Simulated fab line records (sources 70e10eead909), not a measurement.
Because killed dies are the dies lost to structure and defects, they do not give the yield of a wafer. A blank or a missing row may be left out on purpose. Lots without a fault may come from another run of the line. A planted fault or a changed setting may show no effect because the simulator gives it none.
Code-filled problem report in 8D (eight disciplines) form ; flow nand_harc ; the parts of the form that need people (team, actions taken, sign-off) are left out

== 1. WHAT IS WRONG ==
Wafers with no fault read 90.3 nm with a standard deviation of 0.72, whereas cd_nm at NHARC_P_M0_CD_MEAS_09 reads a mean of 67.7 nm on 1 wafer of 1 lot. Relative to the usual mean, that is a shift of -31 standard deviations.
The step: target cd 90 nm.
Seen first at day 9 01:29 on cd_sem-02, wafer L685.5. Wafers with a number at this step in the record: 37, from 13 lots. The rule behind "out" and "out of limits": a value lying over 4 standard deviations away from the usual mean. The rest of the wafers with a number are treated as sound.

== 2. WHAT IT IS AND WHAT IT IS NOT ==
question;is;is not
which readings at this step;cd_nm;-
which lots;L685;L672, L673, L675, L676, L681, L682, L686, L687, L688, L689, L694, L695
which wafers of those lots;all that have a number;-
read on which gauges;cd_sem-02;cd_sem-01, cd_sem-03
when;from day 9 01:29;"up to then (21 sound wafers); but 15 sound wafers of L686, L688, L689, L694, L695 came after"

== 3. THE SUSPECTS, EACH WITH WHAT RULES IT OUT ==
Counting: a tool stays on the suspect list if, at a process step up to the reading, it processed all lots that are out and no sound lot following the first of them.
- ruled out: the gauge at NHARC_P_M0_CD_MEAS_09. All the wafers that are out were read on cd_sem-02, but those of them that NHARC_P_M0_CD_MEAS_16 has rows for are out there too, on other tools.
- ald_metal-04 at NHARC_P_CONTACT_ALD_22 (deposits TiN, target thk 3 nm, pulse time 1 s, ald cycles 150): ruled out as a lasting fault. The sound lots L686 went through it after L685, its earliest lot that is out (day 8 23:13).
- arfi_scanner-03 at NHARC_P_M0_EXPOSE_06 (exposes mask P M0, target cd 90 nm): ruled out as a lasting fault. The sound lots L695 went through it after L685, its earliest lot that is out (day 9 01:22).
Left after counting: nothing in the record.

== 4. THE CAUSE (what the simulator had put in) ==
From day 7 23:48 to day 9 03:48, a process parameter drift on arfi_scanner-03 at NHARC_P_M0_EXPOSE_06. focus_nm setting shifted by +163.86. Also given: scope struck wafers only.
It was ruled out by counting, in error; the rule expects a fault to strike all lots run on its tool from its start on, and this fault did not.

== 5. THE EFFECT CHAIN, in route order ==
One row per reading whose mean, taken over the struck wafers that have a number, lies over 3 standard deviations from the usual. Only readings whose record carries a usual standard deviation are examined. hours: median over the lots of the time between each lot's start at the first step of this table that gives one and its start at this step. sigmas: the change, counted in usual standard deviations.
hours;step;reading;usual;on struck wafers;change;sigmas
0;NHARC_P_M0_CD_MEAS_09;cd_nm;90.3 nm;67.7;-22.6;-31
1;NHARC_P_M0_CD_MEAS_16;cd_nm;90.3 nm;67.2;-23.1;-26

== 6. HOW IT WOULD HAVE BEEN CAUGHT EARLIER ==
In this record the first reading out of limits at a measuring or inspecting step was taken at day 9 01:29, 26 hours after the fault began at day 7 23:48.
Of the tool readings at NHARC_P_M0_EXPOSE_06 for which the record gives a usual standard deviation, none was out on any struck wafer, so an alarm limit of 4 standard deviations on them would not have fired.
